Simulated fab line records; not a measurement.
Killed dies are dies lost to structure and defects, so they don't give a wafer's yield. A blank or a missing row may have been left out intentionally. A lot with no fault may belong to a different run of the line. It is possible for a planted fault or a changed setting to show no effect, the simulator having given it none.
fab line records + flow n5-finfet
record
- lots=5
- wafers=12
- last-day=17
route steps=1938 shown BEOL_M4@1100 BEOL_M5@1112 PASSIVATION@1936
lots with no fault: from the same line, run without faults
start-h: hours from the record's first day to the start of the lot's first wafer shown + wait-h: time in hours since the lot's previous step + " as in the row above + L1.1+2: a single row standing in for several wafers + - value missing, or start not given + * or withheld: withheld + < > ~ a bound
route shown NAME@n: NAME is a module with steps in the file, n the number in the route of the first one + usual: mean/standard deviation of fault-free wafers + same: alike in all rows + chamber/n: place in a boat + sites: each site's reading + _std_site: their standard deviation + _edge_site: outer sites' mean less inner sites' + radius-mm: how far each site lies from the wafer's centre + mask NAME#n: copy n + behind: the last tool/chamber to shape the wafer + hold: the reason the lot was held/the length of the hold in hours/how it ended + device: which transistor (n, p or np) failed to switch + end of line: the tests these same wafers got at the end of their route + a step with no rows: only its recipe + killed: dies lost to structure and defects at the first sort, not the wafer's yield + map: a wafer's dies, x killed, . not, _ none there
set.NAME: the setting the step ran with; set.NAME@STEP: the setting that earlier step ran with + model.NAME: the simulator's own value behind a step, which no gauge read
certain route steps with their lots: each step a table, each wafer a row
services: when a tool's chamber went out of use (start-h, in hours from the record's first day, below 0 if earlier), for how many hours, and the reason
## steps
# step N5_BEOL_M4_SPUTTER_96
# recipe
- material=Cu
- target-thk-a=45
- temp-c=-20
- chamber-pressure-pa=0.07
- power-w=withheld
- time-s=8.29
# step N5_BEOL_M4_ECD_50
# recipe
- material=Cu
- target-thk-a=3000
# step N5_BEOL_M4_ANNEAL_51
# recipe
- temp-c=225
- time-s=90
- ambient=N2
# step N5_BEOL_M4_CMP_52
# recipe
- stop-on=SiOC
- t-overpolish-s=6.8
- down-force-psi=1
- platen-rpm=50
- clearing-platen-down-force-psi=1.5
- clearing-platen-rpm=50
- post-cmp-clean=cu-alkaline
- target-thk-nm=40
- clearing-platen-pad-velocity-m-s=0.99484
- pad-velocity-m-s=0.99484
# step N5_BEOL_M4_PRE_CLEAN_60
# recipe
- gas=NH3/H2
- time-s=15
- temp-c=*
- rf-power-w=300
# step N5_BEOL_M4_CO_CAP_55
# recipe
- material=Co
- target-thk-a=20
- temp-c=200
- precursor=CCTBA/H2
- pressure-torr=30
- time-s=102.1
# step N5_BEOL_M4_PRE_CLEAN_56
# recipe
- gas=NH3
- time-s=15
- temp-c=withheld
- rf-power-w=300
# step N5_BEOL_M4_DEP_57
# recipe
- material=SiCN
- target-thk-a=80
- temp-c=withheld
- precursor=3MS/NH3
- pressure-torr=3
- rf-w=202
- time-s=14
# step N5_BEOL_M5_ILD_DEP_00
# recipe
- material=SiCOH_lowk
- target-thk-a=1406.4
- temp-c=300
- precursor=DEMS/porogen
- pressure-torr=5
- rf-w=500
- time-s=25.9
# usual
- heater-power-outer-w=157/46
- heater-power-w=325/68
- showerhead-plenum-p-Torr=5.740/0.02
- susceptor-temp-C=300.01/0.18
- throttle-valve-pct=13.6/0.65
| lot.wafer | tool     | chamber | start-h | wait-h | heater-power-outer-w | heater-power-w | showerhead-plenum-p-Torr | susceptor-temp-C | throttle-valve-pct | model.SiCOH_lowk_of_BEOL_M5_ILD_DEP_00.thk-nm |
|-----------|----------|---------|---------|--------|----------------------|----------------|--------------------------|------------------|--------------------|-----------------------------------------------|
| L291.1    | pecvd-04 | 2       | 208.78  | 0.8    | 125                  | 266            | 5.759                    | 299.88           | 13.1               | 139.2                                         |
| L291.5    | "        | 0       | "       | "      | 166                  | 320            | 5.736                    | 300.13           | 12.9               | 138.6                                         |
| L291.6    | "        | 1       | "       | "      | 107                  | 263            | 5.722                    | 299.79           | 14.6               | 141.8                                         |
| L297.5    | pecvd-04 | 2       | 262.05  | 0.2    | 124                  | 265            | 5.750                    | 299.95           | 13.3               | 142.6                                         |
| L297.6    | "        | 0       | "       | "      | 187                  | 339            | 5.757                    | -                | 13.4               | 109.2                                         |
| L301.4    | pecvd-04 | 2       | 271.85  | 0.4    | 147                  | 302            | 5.778                    | -                | 13.0               | 109.2                                         |
| L301.6    | "        | 0       | "       | "      | 178                  | 327            | 5.738                    | -                | 13.1               | 111.2                                         |
| L299.1    | pecvd-04 | 2       | 273.76  | 0.8    | 142                  | 289            | 5.766                    | 300.14           | 13.0               | 139.2                                         |
| L299.4    | "        | 2       | "       | "      | 145                  | 293            | 5.757                    | -                | 13.1               | 109.6                                         |
| L303.1    | pecvd-02 | 1       | 300.41  | 0.8    | 132                  | 311            | 5.744                    | 300.07           | 14.2               | 141                                           |
| L303.4    | "        | 2       | "       | "      | 248                  | 456            | 5.710                    | 300.01           | 13.6               | 139.8                                         |
| L303.6    | "        | 1       | "       | "      | 133                  | 308            | 5.755                    | 300.18           | 14.1               | 141.4                                         |
# step N5_BEOL_M5_CURE_79
# recipe
- temp-c=385
- time-s=240
- ambient=He/Ar
- material=SiCOH_lowk
# step N5_BEOL_M5_THK_MEAS_01
# recipe
- reads=SiCOH_lowk_of_BEOL_M5_ILD_DEP_00
# usual
- M5_ILD_THK=120.9/1.7
| lot.wafer | tool          | chamber | start-h | wait-h | M5_ILD_THK[nm] |
|-----------|---------------|---------|---------|--------|----------------|
| L291.1    | film-metro-02 | -       | 209.35  | 0.4    | 119.7          |
| L291.5    | "             | -       | "       | "      | 119.2          |
| L291.6    | "             | -       | "       | "      | 122.0          |
| L297.5    | film-metro-02 | -       | 262.60  | 0.1    | 122.8          |
| L297.6    | "             | -       | "       | "      | 93.9           |
| L301.4    | film-metro-01 | -       | 272.40  | 0.2    | 93.7           |
| L301.6    | "             | -       | "       | "      | 95.5           |
| L299.1    | film-metro-01 | -       | 274.33  | 0.4    | 119.9          |
| L299.4    | "             | -       | "       | "      | 94.1           |
| L303.1    | film-metro-01 | -       | 301.84  | 0.8    | 121.2          |
| L303.4    | "             | -       | "       | "      | 120.3          |
| L303.6    | "             | -       | "       | "      | 121.5          |
# step N5_BEOL_M5_PECVD_70
# recipe
- material=SiO2
- target-thk-a=160
- temp-c=400
- precursor=TEOS/O2
- pressure-torr=5.5
- rf-w=450
- teos-flow-sccm=53.8
- gas=O2
- flow-sccm=3000
- time-s=18
# step N5_BEOL_M5_HM_DEP_02
# recipe
- material=TiN
- target-thk-a=200
- temp-c=25
- chamber-pressure-pa=0.49996
# step N5_BEOL_M5_COAT_59
# recipe
- resist=SOC
- temp-c=250
- time-s=60
- spin-rpm=1500
- resist-thk-nm=60
# step N5_BEOL_M5_COAT_60
# recipe
- resist=SiARC
- temp-c=220
- time-s=60
- spin-rpm=1500
- resist-thk-nm=12
# step N5_BEOL_M5_COAT_71
# recipe
- resist=underlayer
- temp-c=205
- time-s=60
- spin-rpm=1500
- resist-thk-nm=5
# step N5_BEOL_M5_COAT_05
# recipe
- resist=CAR-EUV
- spin-rpm=1500
- resist-thk-nm=30
# step N5_BEOL_M5_EBR_07
# recipe
- solvent=PGMEA
- ebr-width-mm=1.5
# step N5_BEOL_M5_SOFTBAKE_06
# recipe
- temp-c=110
- time-s=60
- resist=CAR-EUV
# step N5_BEOL_M5_EXPOSE_08
# recipe
- mask-id=M5
- na=0.33
- source-shape=annular
- sigma-inner=0.4
- sigma-outer=0.8
- polarization=unpolarized
- target-cd-nm=28
- dose-mj=35.75
# step N5_BEOL_M5_PEB_09
# recipe
- peb-temp-c=100
- peb-time-s=60
- resist=CAR-EUV
# step N5_BEOL_M5_DEVELOP_10
# recipe
- develop-time-s=30
- developer=TMAH
- resist=CAR-EUV
- rinse-liquid=surfactant-rinse
- dry=air-spin
- dev-temp-c=23
# step N5_BEOL_M5_DESCUM_16
# recipe
- chemistry=O2
- time-s=7
- source-power-w=50
- bias-power-w=20
- pressure-mtorr=20
- rf-frequency-hz=2.712e+07
- temp-c=40
- resist=CAR-EUV
- o2-flow-sccm=225
# step N5_BEOL_M5_ETCH_72
# recipe
- chemistry=N2/H2
- target=underlayer
- target-depth-a=65
- mask-material=CAR-EUV
- time-s=5.2
- ion-energy-ev=200
- pressure-mtorr=30
- source-w=840
- bias-w=150
- n2-flow-sccm=200
- h2-flow-sccm=200
- ends=cleared
# step N5_BEOL_M5_ETCH_61
# recipe
- chemistry=CF4
- target=SiARC
- target-depth-a=156
- mask-material=CAR-EUV
- time-s=26
- ion-energy-ev=80
- pressure-mtorr=40
- source-w=545
- bias-w=36
- Ar_flow_sccm=100
- cf4-flow-sccm=100
- ends=cleared
# step N5_BEOL_M5_ETCH_62
# recipe
- chemistry=N2/H2
- target=SOC
- target-depth-a=750
- overetch-a=150
- mask-material=SiARC
- temp-c=40
- time-s=112.5
- ion-energy-ev=200
- pressure-mtorr=30
- source-w=840
- bias-w=150
- n2-flow-sccm=200
- h2-flow-sccm=200
# step N5_BEOL_M5_STRIP_63
# recipe
- chemistry=N2/H2
- temp-c=40
- n2-flow-sccm=200
- h2-flow-sccm=200
- rf-frequency-hz=6e+07
# step N5_BEOL_M5_STRIP_73
# recipe
- chemistry=N2/H2
- temp-c=40
- n2-flow-sccm=200
- h2-flow-sccm=200
- rf-frequency-hz=6e+07
# step N5_BEOL_M5_STRIP_64
# recipe
- chemistry=CF4
- resist=SiARC
- power-w=300
- bias-power-w=75
- pressure-mtorr=50
- cf4-flow-sccm=150
- rf-frequency-hz=6e+07
# step N5_BEOL_M5_HM_OPEN_17
# recipe
- chemistry=Cl2/BCl3
- target-depth-a=200
- overetch-a=60
- target=TiN
- mask-material=SOC
- ion-energy-ev=150
- pressure-mtorr=10
- icp-w=1000
- bias-w=126
- Cl2_flow_sccm=53.25
- bcl3-flow-sccm=21.75
- Ar_flow_sccm=25
# step N5_BEOL_M5_STRIP_19
# recipe
- chemistry=O2
- power-w=400
- temp-c=40
- pressure-mtorr=30
- rf-frequency-hz=6e+07
- bias-power-w=0
- overash-fraction=0.2
- o2-flow-sccm=225
# step N5_BEOL_M5_COAT_65
# recipe
- resist=SOC
- temp-c=250
- time-s=60
- spin-rpm=1500
- resist-thk-nm=60
# step N5_BEOL_M5_COAT_66
# recipe
- resist=SiARC
- temp-c=220
- time-s=60
- spin-rpm=1500
- resist-thk-nm=12
# step N5_BEOL_M5_COAT_74
# recipe
- resist=underlayer
- temp-c=205
- time-s=60
- spin-rpm=1500
- resist-thk-nm=5
# step N5_BEOL_M5_CMP_52
# recipe
- stop-on=SiCOH_lowk
- t-overpolish-s=6.9
- down-force-psi=1
- platen-rpm=50
- clearing-platen-down-force-psi=1.5
- clearing-platen-rpm=50
- post-cmp-clean=cu-alkaline
- target-thk-nm=62
- clearing-platen-pad-velocity-m-s=0.99484
- pad-velocity-m-s=0.99484
# usual
- motor-current-A=5.9/0.64
| lot.wafer | tool   | chamber | start-h | wait-h | motor-current-A | model.SiCOH_lowk_of_BEOL_M5_ILD_DEP_00.thk-nm |
|-----------|--------|---------|---------|--------|-----------------|-----------------------------------------------|
| L291.1    | cmp-03 | 1       | 223.87  | 0.3    | 5.4             | 116.6                                         |
| L291.5    | "      | 0       | "       | "      | 6.1             | 116.2                                         |
| L291.6    | "      | 1       | "       | "      | 5.7             | 119                                           |
| L297.5    | cmp-04 | 3       | 273.36  | 0.2    | 5.8             | 119.8                                         |
| L297.6    | "      | 0       | "       | "      | 6.9             | 90.8                                          |
| L301.4    | cmp-01 | 3       | 283.45  | 0.2    | 7.0             | 90.8                                          |
| L301.6    | "      | 2       | "       | "      | 6.3             | 92.6                                          |
| L299.4    | cmp-01 | 2       | 286.74  | 0.2    | 6.0             | 91                                            |
| L299.1    | "      | 3       | "       | "      | 7.1             | 116.8                                         |
| L303.1    | cmp-04 | 0       | 313.68  | 0.3    | 6.8             | 118.4                                         |
| L303.4    | "      | 1       | "       | "      | 5.9             | 117.2                                         |
| L303.6    | "      | 2       | "       | "      | 6.1             | 118.6                                         |
# step N5_PASSIVATION_PROBE_49
# usual
- defect-limited-yield=91.2/1.4
- killed_at_M0_to_M3=34/9.4
- killed_at_M4_up=14/5.6
- killed-at-contacts=13/7.8
- killed-at-front-end=37/10
- killed-at-other=4/3.3
- killed-dies=103/17
- killed-open=68/13
- killed-short=33/8.2
- sort_bin_4_leakage=0.00/0.0071
- sort_bin_5_function=5.1/0.92
- sort_bin_6_memory=3.3/0.71
- sort-n-pass=1077/17
- sort-yield-pct=91.2/1.4
# same
- gross-dies=1180
- killed-at-back-side=0
- sort_bin_8_speed[%]=0
| lot.wafer | tool      | chamber | start-h | wait-h | defect-limited-yield[%] | killed_at_M0_to_M3 | killed_at_M4_up | killed-at-contacts | killed-at-front-end | killed-at-other | killed-dies | killed-open | killed-short | sort_bin_4_leakage[%] | sort_bin_5_function[%] | sort_bin_6_memory[%] | sort-n-pass | sort-yield-pct[%] |
|-----------|-----------|---------|---------|--------|-------------------------|--------------------|-----------------|--------------------|---------------------|-----------------|-------------|-------------|--------------|-----------------------|------------------------|----------------------|-------------|-------------------|
| L301.4    | prober-02 | -       | 383.10  | 0.2    | 93.1                    | 30                 | 12              | 7                  | 30                  | 3               | 82          | 56          | 25           | 0                     | 4.3                    | 2.5                  | 1098        | 93.1              |
| L301.6    | prober-02 | -       | 383.20  | 0.3    | 91.1                    | 37                 | 3               | 21                 | 37                  | 7               | 105         | 67          | 37           | 0                     | 5.2                    | 3.4                  | 1075        | 91.1              |
| L303.1    | prober-01 | -       | 409.87  | 0.0    | 92.5                    | 28                 | 7               | 7                  | 45                  | 2               | 89          | 70          | 19           | 0                     | 4.2                    | 3.0                  | 1091        | 92.5              |
# killed by level:class
L301.4 BEOL_M3:geometric-particle:open=10 STI_FIN_REVEAL:geometric-particle:open=9 MOL_CONTACT_COAG:geometric-particle:open=7 FIN_SAQP:geometric-particle:short=6 BEOL_M0_SAQP:geometric-particle:open=5 BEOL_M0:geometric-particle:open=4 BEOL_M4:geometric-particle:open=4 GATE_CUT:geometric-particle:short=3
L301.6 MOL_CONTACT_COAG:geometric-particle:open=15 STI_FIN_REVEAL:geometric-particle:open=10 BEOL_M0:geometric-particle:short=9 FIN_SAQP:geometric-particle:open=8 BEOL_M2:geometric-particle:open=8 BEOL_M3:geometric-particle:open=8 FIN_SAQP:geometric-particle:short=6 MOL_CONTACT_COAG:geometric-particle:short=6
L303.1 STI_FIN_REVEAL:geometric-particle:open=18 BEOL_M1:geometric-particle:open=10 FIN_SAQP:geometric-particle:open=9 GATE_CUT:geometric-particle:open=6 MOL_CONTACT_COAG:geometric-particle:open=6 BEOL_M0_SAQP:geometric-particle:short=5 FIN_SAQP:geometric-particle:short=4 BEOL_M0_SAQP:geometric-particle:open=3
## services
| tool     | chamber | start-h | hours | kind                           |
|----------|---------|---------|-------|--------------------------------|
| pecvd-04 | 0       | 185.76  | 4.8   | repair                         |
| pecvd-02 | 0       | 192.78  | 19.7  | repair                         |
| cmp-04   | -       | 209.07  | 7.8   | pm                             |
| pecvd-02 | 2       | 212.45  | -     | clean                          |
| pecvd-02 | 2       | 212.45  | -     | consumable-replace:showerhead  |
| pecvd-02 | 2       | 212.45  | 29.0  | scheduled-down                 |
| pecvd-02 | 2       | 212.45  | 29.0  | vent-cycle                     |
| cmp-04   | -       | 223.01  | 2.0   | repair                         |
| pecvd-04 | -       | 224.36  | 1.5   | repair                         |
| cmp-03   | -       | 241.72  | 4.0   | pm                             |
| cmp-03   | -       | 245.72  | -     | consumable-replace:conditioner |
| cmp-03   | -       | 245.72  | -     | consumable-replace:pad         |
| cmp-04   | -       | 247.92  | 6.8   | repair                         |
| cmp-03   | -       | 248.25  | 0.3   | repair                         |
| cmp-04   | -       | 255.67  | 2.2   | repair                         |
| cmp-01   | -       | 268.06  | 1.7   | repair                         |
| cmp-01   | -       | 271.17  | 4.0   | pm                             |
| cmp-03   | -       | 290.81  | 6.8   | pm                             |
| pecvd-04 | -       | 305.66  | 14.0  | repair                         |
## key
first-sign
- step=N5_BEOL_M5_THK_MEAS_01
- reading=M5_ILD_THK
- direction=down
- sigmas=16
- usual=120.9
- struck=94.3
effect none on later readings
model-effect
- step=N5_BEOL_M5_ILD_DEP_00
- value=SiCOH_lowk_of_BEOL_M5_ILD_DEP_00.thk-nm
- without=140.2
- struck=109.8
model-effect
- step=N5_BEOL_M5_CMP_52
- value=SiCOH_lowk_of_BEOL_M5_ILD_DEP_00.thk-nm
- without=117.6
- struck=91.3
met-at N5_BEOL_M5_ILD_DEP_00
struck-wafers L297.6,L299.4,L301.4,L301.6
onset-between 208.78 262.05
fault
- kind=process-parameter-drift
- tool=pecvd-04
- chamber=-
- onset-h=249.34
- steps=N5_BEOL_M5_ILD_DEP_00
- channel=time-s
- offset=*
- shape=step
- end-h=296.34
- scope=struck-wafers-only
- acts-in=*
- stated=*
